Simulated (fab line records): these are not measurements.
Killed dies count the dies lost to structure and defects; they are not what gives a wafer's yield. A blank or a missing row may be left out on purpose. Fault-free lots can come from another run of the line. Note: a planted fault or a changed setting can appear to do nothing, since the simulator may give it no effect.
Matching of chambers -- flow nand harc -- 3 sister chambers for NHARC_A_STAIRCASE_DEP_322 on pecvd-04
The step deposits SiO2, target thk 7200 nm. 16 wafers are shown with their chamber, then 8 later ones without.

## EACH WAFER AND ITS CHAMBER
wafer,chamber,heater power w (W)
L074.2,2,646
L074.3,2,617
L074.4,0,595
L078.4,2,608
L078.5,1,584
L078.6,0,610
L083.2,0,755
L083.3,1,647
L083.6,2,623
L085.1,2,642
L085.3,1,707
L085.6,0,628
L088.2,0,674
L088.3,2,670
L088.5,2,627
L091.1,2,692

SIGNATURES (averages over the wafers above)
reading,chamber 0,chamber 1,chamber 2,scatter within a chamber
heater power w,652.40,646.00,640.62,48
Rule: for a wafer and a chamber, the distance is found by dividing, reading by reading, the gap between the wafer's reading and the chamber's mean by the reading's scatter, squaring, summing and taking the root. The wafer belongs to the nearest chamber; if the next one is less than 2 further off, it can't be placed. The scatter: the root of (the sum of the squares of (reading less its chamber's mean) over the shown wafers, divided by (wafers less chambers)).

## WAFERS WITH NO CHAMBER GIVEN
wafer,heater power w (W)
L091.3,707
L091.5,618
L093.3,748
L093.4,600
L093.5,616
L095.4,628
L095.5,622
L095.6,572

## WHICH CHAMBER EACH WENT THROUGH
wafer,from the rows above,in truth
L091.3,can't be placed: 0 or 1 or 2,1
L091.5,can't be placed: 2 or 1 or 0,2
L093.3,can't be placed: 0 or 1 or 2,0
L093.4,can't be placed: 2 or 1 or 0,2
L093.5,can't be placed: 2 or 1 or 0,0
L095.4,can't be placed: 2 or 1 or 0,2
L095.5,can't be placed: 2 or 1 or 0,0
L095.6,can't be placed: 2 or 1 or 0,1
0 of 8 placed correctly. Not placeable from these rows: 8 (in 8, the candidates include the true chamber). 0 placed wrongly.
